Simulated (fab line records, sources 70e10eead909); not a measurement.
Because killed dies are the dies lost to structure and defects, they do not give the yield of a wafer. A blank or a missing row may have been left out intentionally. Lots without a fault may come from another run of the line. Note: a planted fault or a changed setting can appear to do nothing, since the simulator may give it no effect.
Shared-tool check / flow nand_harc / 14 lots, 42 wafers sampled

## REASON IT WAS OPENED
Flagged at NHARC_END_SORT_01: reading killed_at_periphery, on 2 of 14 lots. Fault-free wafers read 4.1, with a standard deviation of 2.4.
Rule: a lot gets a flag if all its wafers with a number sit over 4 standard deviations from that mean, or if no wafer of it has a number. As for the other lots, they are considered sound.

lot=L176; measured=day 24 23:40; on=prober-01; killed_at_periphery, wafer by wafer=10 6 6; flag=
lot=L177; measured=day 25 01:41; on=prober-02; killed_at_periphery, wafer by wafer=0 2 2; flag=
lot=L178; measured=day 25 08:40; on=prober-02; killed_at_periphery, wafer by wafer=2 4 1; flag=
lot=L181; measured=day 26 07:04; on=prober-01; killed_at_periphery, wafer by wafer=567 576 565; flag=FLAGGED
lot=L180; measured=day 26 07:54; on=prober-02; killed_at_periphery, wafer by wafer=2 4 6; flag=
lot=L183; measured=day 26 21:12; on=prober-02; killed_at_periphery, wafer by wafer=5 4 3; flag=
lot=L182; measured=day 26 22:43; on=prober-01; killed_at_periphery, wafer by wafer=577 569 586; flag=FLAGGED
lot=L192; measured=day 30 18:16; on=prober-01; killed_at_periphery, wafer by wafer=1 1 2; flag=
lot=L190; measured=day 30 19:53; on=prober-02; killed_at_periphery, wafer by wafer=5 4 4; flag=
lot=L193; measured=day 31 21:07; on=prober-01; killed_at_periphery, wafer by wafer=7 2 8; flag=
lot=L196; measured=day 32 17:46; on=prober-01; killed_at_periphery, wafer by wafer=2 3 2; flag=
lot=L198; measured=day 33 14:43; on=prober-01; killed_at_periphery, wafer by wafer=2 3 3; flag=
lot=L197; measured=day 33 14:46; on=prober-02; killed_at_periphery, wafer by wafer=5 2 2; flag=
lot=L199; measured=day 34 07:01; on=prober-01; killed_at_periphery, wafer by wafer=2 3 5; flag=
On average the flagged lots read 573.3, which is +569.2 against the usual, or +99 or more standard deviations.

## EACH LOT AND THE TOOL IT RAN ON
The record holds 4 process steps before the reading, out of a route of 1302 steps. Every cell lists first the tool, next ch and the chambers used by the sampled wafers, and last the start.
lot=L176; flag=; NHARC_P_GATE_SPUTTER_78=pvd_sputter-01, day 6 01:10; NHARC_THIN_TSV_ANNEAL_52=rtp_anneal-02 ch 0, day 24 12:48; NHARC_THIN_TSV_ETCH_59=rie_metal-01 ch 0,1, day 24 14:55; NHARC_THIN_TSV_ETCH_36=rie_metal-01 ch 0,1, day 24 15:11
lot=L177; flag=; NHARC_P_GATE_SPUTTER_78=pvd_sputter-01, day 6 06:17; NHARC_THIN_TSV_ANNEAL_52=rtp_anneal-01 ch 0, day 24 13:58; NHARC_THIN_TSV_ETCH_59=rie_metal-02 ch 0,1, day 24 16:10; NHARC_THIN_TSV_ETCH_36=rie_metal-02 ch 0,1, day 24 16:24
lot=L178; flag=; NHARC_P_GATE_SPUTTER_78=pvd_sputter-01, day 6 11:49; NHARC_THIN_TSV_ANNEAL_52=rtp_anneal-02 ch 0, day 24 18:45; NHARC_THIN_TSV_ETCH_59=rie_metal-01 ch 0,1, day 24 20:58; NHARC_THIN_TSV_ETCH_36=rie_metal-01 ch 0,1, day 24 21:14
lot=L181; flag=FLAGGED; NHARC_P_GATE_SPUTTER_78=pvd_sputter-02, day 7 17:57; NHARC_THIN_TSV_ANNEAL_52=no row; NHARC_THIN_TSV_ETCH_59=no row; NHARC_THIN_TSV_ETCH_36=no row
lot=L180; flag=; NHARC_P_GATE_SPUTTER_78=pvd_sputter-02, day 7 13:07; NHARC_THIN_TSV_ANNEAL_52=rtp_anneal-02 ch 0, day 25 20:13; NHARC_THIN_TSV_ETCH_59=rie_metal-03 ch 0,1, day 25 22:19; NHARC_THIN_TSV_ETCH_36=rie_metal-03 ch 0,1, day 25 22:32
lot=L183; flag=; NHARC_P_GATE_SPUTTER_78=pvd_sputter-01, day 8 10:51; NHARC_THIN_TSV_ANNEAL_52=rtp_anneal-01 ch 0, day 26 07:59; NHARC_THIN_TSV_ETCH_59=rie_metal-01 ch 0,1, day 26 10:07; NHARC_THIN_TSV_ETCH_36=rie_metal-01 ch 0, day 26 10:23
lot=L182; flag=FLAGGED; NHARC_P_GATE_SPUTTER_78=pvd_sputter-02, day 8 10:05; NHARC_THIN_TSV_ANNEAL_52=no row; NHARC_THIN_TSV_ETCH_59=no row; NHARC_THIN_TSV_ETCH_36=no row
lot=L192; flag=; NHARC_P_GATE_SPUTTER_78=pvd_sputter-03, day 12 11:38; NHARC_THIN_TSV_ANNEAL_52=rtp_anneal-02 ch 0, day 30 07:15; NHARC_THIN_TSV_ETCH_59=rie_metal-03 ch 0,1, day 30 09:28; NHARC_THIN_TSV_ETCH_36=rie_metal-03 ch 0,1, day 30 09:44
lot=L190; flag=; NHARC_P_GATE_SPUTTER_78=pvd_sputter-03, day 11 20:24; NHARC_THIN_TSV_ANNEAL_52=rtp_anneal-01 ch 0, day 30 06:37; NHARC_THIN_TSV_ETCH_59=rie_metal-02 ch 0,1, day 30 08:48; NHARC_THIN_TSV_ETCH_36=rie_metal-02 ch 0,1, day 30 08:58
lot=L193; flag=; NHARC_P_GATE_SPUTTER_78=pvd_sputter-01, day 12 21:34; NHARC_THIN_TSV_ANNEAL_52=rtp_anneal-02 ch 0, day 31 09:34; NHARC_THIN_TSV_ETCH_59=rie_metal-01 ch 0,1, day 31 11:38; NHARC_THIN_TSV_ETCH_36=rie_metal-01 ch 0,1, day 31 11:53
lot=L196; flag=; NHARC_P_GATE_SPUTTER_78=pvd_sputter-03, day 14 02:46; NHARC_THIN_TSV_ANNEAL_52=rtp_anneal-01 ch 0, day 32 06:39; NHARC_THIN_TSV_ETCH_59=rie_metal-02 ch 0,1, day 32 08:55; NHARC_THIN_TSV_ETCH_36=rie_metal-02 ch 0,1, day 32 09:09
lot=L198; flag=; NHARC_P_GATE_SPUTTER_78=pvd_sputter-02, day 14 17:11; NHARC_THIN_TSV_ANNEAL_52=rtp_anneal-02 ch 0, day 33 05:57; NHARC_THIN_TSV_ETCH_59=rie_metal-03 ch 0,1, day 33 08:06; NHARC_THIN_TSV_ETCH_36=rie_metal-03 ch 0,1, day 33 08:19
lot=L197; flag=; NHARC_P_GATE_SPUTTER_78=pvd_sputter-03, day 14 13:04; NHARC_THIN_TSV_ANNEAL_52=rtp_anneal-02 ch 0, day 33 00:19; NHARC_THIN_TSV_ETCH_59=rie_metal-03 ch 0,1, day 33 02:35; NHARC_THIN_TSV_ETCH_36=rie_metal-03 ch 0,1, day 33 02:48
lot=L199; flag=; NHARC_P_GATE_SPUTTER_78=pvd_sputter-01, day 15 09:42; NHARC_THIN_TSV_ANNEAL_52=rtp_anneal-02 ch 0, day 33 17:49; NHARC_THIN_TSV_ETCH_59=rie_metal-02 ch 0,1, day 33 19:53; NHARC_THIN_TSV_ETCH_36=rie_metal-02 ch 0,1, day 33 20:07
What is done by these steps:
- NHARC_P_GATE_SPUTTER_78: material Ni, target thk 10 nm.
- NHARC_THIN_TSV_ANNEAL_52: time 90 s.
- NHARC_THIN_TSV_ETCH_59: etches the open film in Cl2/BCl3, target depth 880 nm, time 138.1 s.
- NHARC_THIN_TSV_ETCH_36: etches the open film in Cl2/BCl3, target depth 65 nm, time 18.571 s.
- NHARC_END_SORT_01

## FLAGGED OVER TOTAL, TOOL BY TOOL (the gauges that took the reading come last)
step=NHARC_P_GATE_SPUTTER_78; tool=pvd_sputter-01; lots run=6; flagged=0; share of the flagged lots=none; sound lots run after its first flagged lot=-
step=NHARC_P_GATE_SPUTTER_78; tool=pvd_sputter-02; lots run=4; flagged=2; share of the flagged lots=all; sound lots run after its first flagged lot=1 (L198)
step=NHARC_P_GATE_SPUTTER_78; tool=pvd_sputter-03; lots run=4; flagged=0; share of the flagged lots=none; sound lots run after its first flagged lot=-
step=NHARC_THIN_TSV_ANNEAL_52; tool=rtp_anneal-01; lots run=4; flagged=0; share of the flagged lots=none; sound lots run after its first flagged lot=-
step=NHARC_THIN_TSV_ANNEAL_52; tool=rtp_anneal-02; lots run=8; flagged=0; share of the flagged lots=none; sound lots run after its first flagged lot=-
step=NHARC_THIN_TSV_ETCH_59; tool=rie_metal-01; lots run=4; flagged=0; share of the flagged lots=none; sound lots run after its first flagged lot=-
step=NHARC_THIN_TSV_ETCH_59; tool=rie_metal-02; lots run=4; flagged=0; share of the flagged lots=none; sound lots run after its first flagged lot=-
step=NHARC_THIN_TSV_ETCH_59; tool=rie_metal-03; lots run=4; flagged=0; share of the flagged lots=none; sound lots run after its first flagged lot=-
step=NHARC_THIN_TSV_ETCH_36; tool=rie_metal-01; lots run=4; flagged=0; share of the flagged lots=none; sound lots run after its first flagged lot=-
step=NHARC_THIN_TSV_ETCH_36; tool=rie_metal-02; lots run=4; flagged=0; share of the flagged lots=none; sound lots run after its first flagged lot=-
step=NHARC_THIN_TSV_ETCH_36; tool=rie_metal-03; lots run=4; flagged=0; share of the flagged lots=none; sound lots run after its first flagged lot=-
step=NHARC_END_SORT_01; tool=prober-01; lots run=8; flagged=2; share of the flagged lots=all; sound lots run after its first flagged lot=5 (L192,L193,L196,L198,L199)
step=NHARC_END_SORT_01; tool=prober-02; lots run=6; flagged=0; share of the flagged lots=none; sound lots run after its first flagged lot=-

## WHAT THE TABLE PERMITS
Rows of the table that ran all the flagged lots, 2 in number: pvd_sputter-02 at NHARC_P_GATE_SPUTTER_78; prober-01 at NHARC_END_SORT_01.
- pvd_sputter-02 at NHARC_P_GATE_SPUTTER_78 ran 4 lots, 2 of them flagged. Lots that were sound ran on it after the first flagged one (L198); a persistent fault on the entire tool would not allow that.
- prober-01 at NHARC_END_SORT_01 ran 8 lots, 2 of them flagged. Lots that were sound ran on it after the first flagged one (L192, L193, L196, L198, L199); a persistent fault on the entire tool would not allow that.
Not one row of the table ran every flagged lot while running no sound lot after the first.

## WHAT WAS PUT IN BY THE SIMULATOR
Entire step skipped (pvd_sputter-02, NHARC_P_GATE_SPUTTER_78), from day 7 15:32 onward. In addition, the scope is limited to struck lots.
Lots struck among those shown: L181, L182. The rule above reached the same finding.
